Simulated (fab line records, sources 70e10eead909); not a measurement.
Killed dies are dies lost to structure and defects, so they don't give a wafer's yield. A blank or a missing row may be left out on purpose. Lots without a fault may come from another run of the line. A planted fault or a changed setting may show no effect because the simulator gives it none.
A struck lot beside a sound one | flow nand_harc | 13 steps out of a route of 1302
Sound: wafers L332.2, L332.5, L332.6. Struck: wafer L341.3. (L341.2 of the same lot was not struck and is left out.) The cause comes at the end.
At each step with rows: each side's tool, then ch and its chambers, then its first start. Under that, the readings that differ: sound wafers | struck wafers | difference of the means | sigmas: that difference in standard deviations of wafers without a fault.
alike: readings whose means differ by less than 2 such deviations, and words and numbers that are the same on both sides. not compared: withheld readings, readings that some wafer has no value for, bounds like >300 that may hide the same value, and numbers for which the record gives no deviation and whose values overlap.
The two part at a step that has a row with sigmas, a row that says differs or no value, or rows on one side only. Numbers that don't overlap but have no deviation are shown without sigmas and don't part them. A reading that every wafer of one side lacks parts them only if that side has two wafers or more.

first, 1 step without rows for these wafers: NHARC_A_SLIT_SRD_20.
NHARC_A_SLIT_CD_MEAS_21:
  sound on cd_sem-02, day 24 10:14; struck on cd_sem-01, day 27 17:31
  alike: cd_nm
then, 3 steps without rows for these wafers: NHARC_A_SIN_REMOVE_WET_00 (chemistry H3PO4, time 15300 s); NHARC_A_SIN_REMOVE_PRECLEAN_01 (cleans in SC1); NHARC_A_SIN_REMOVE_SRD_02.
NHARC_A_SIN_REMOVE_INSPECT_04:
  sound on defect_inspect-01, day 24 16:47; struck on defect_inspect-01, day 28 00:13
  alike: raw_defect_count
NHARC_A_WL_FILL_ALD_00: deposits Al2O3, target thk 3 nm, pulse time 3 s, ald cycles 30.
  sound on ald_hk-03 ch 0,3, day 24 16:53; struck on ald_hk-04 ch 1, day 28 00:17
  reading            | sound       | struck | difference | sigmas
  heater_power_w (W) | 501 530 502 | 387    | -124       | -3
  alike: precursor_pulse_height_rel
NHARC_A_WL_FILL_RTA_01: time 5 s.
  sound on rtp_anneal-01 ch 0, day 24 17:09; struck on rtp_anneal-01 ch 0, day 28 00:35
  alike: lamp_power_pct, wafer_temp_C_max
NHARC_A_WL_FILL_ALD_02: deposits TiN, target thk 2 nm, pulse time 3 s, ald cycles 100.
  sound on ald_metal-04 ch 0,1, day 24 17:20; struck on ald_metal-03 ch 0, day 28 00:46
  reading                    | sound             | struck | difference | sigmas
  precursor_pulse_height_rel | 0.961 1.024 0.986 | 1.031  | +0.041     | +2
  alike: heater_power_w
NHARC_A_WL_FILL_CVD_03: deposits W, target thk 40 nm, time 279 s.
  sound on cvd_w-02 ch 0,1, day 24 17:49; struck on cvd_w-02 ch 1, day 28 01:16
  alike: heater_power_w, throttle_valve_pct
NHARC_A_WL_FILL_ETCHBACK_04: etches the open film in NF3, target depth 60 nm, time 120 s.
  sound on rie_metal-03 ch 0,1, day 24 18:11; struck on rie_metal-03 ch 1, day 28 01:35
  reading          | sound             | struck | difference | sigmas
  run_length_s (s) | 141.6 141.9 140.9 | 72.4   | -69.1      | -99 or more
  alike: drypump_motor_current_A, oes_product_au
  not compared: rf_hours_counter_h
NHARC_A_WL_FILL_ETCHBACK_05: etches the open film in Cl2/BCl3, target depth 22 nm, time 60 s.
  sound on rie_metal-03 ch 0,1, day 24 18:26; struck on rie_metal-03 ch 0, day 28 01:51
  alike: drypump_motor_current_A, oes_product_au, run_length_s
  not compared: rf_hours_counter_h
-- the record jumps here: 4 days lie between the struck wafers' starts before and after (it left off in module A_WL_FILL and takes up again in module END, whose first step shown is number 1302 of the route) --
NHARC_END_SORT_01:
  sound on prober-01 ch 0, day 29 05:32; struck on prober-01 ch 0, day 32 04:38
  reading         | sound    | struck | difference | sigmas
  killed_at_array | 56 48 53 | 673    | +621       | +37
  killed_dies     | 58 55 56 | 677    | +621       | +37
  alike: killed_at_other, killed_at_periphery, killed_open, killed_short

WHERE THEY PART
First at NHARC_A_WL_FILL_ALD_00; last, within this record, at NHARC_END_SORT_01.

WHY: what the simulator had put in
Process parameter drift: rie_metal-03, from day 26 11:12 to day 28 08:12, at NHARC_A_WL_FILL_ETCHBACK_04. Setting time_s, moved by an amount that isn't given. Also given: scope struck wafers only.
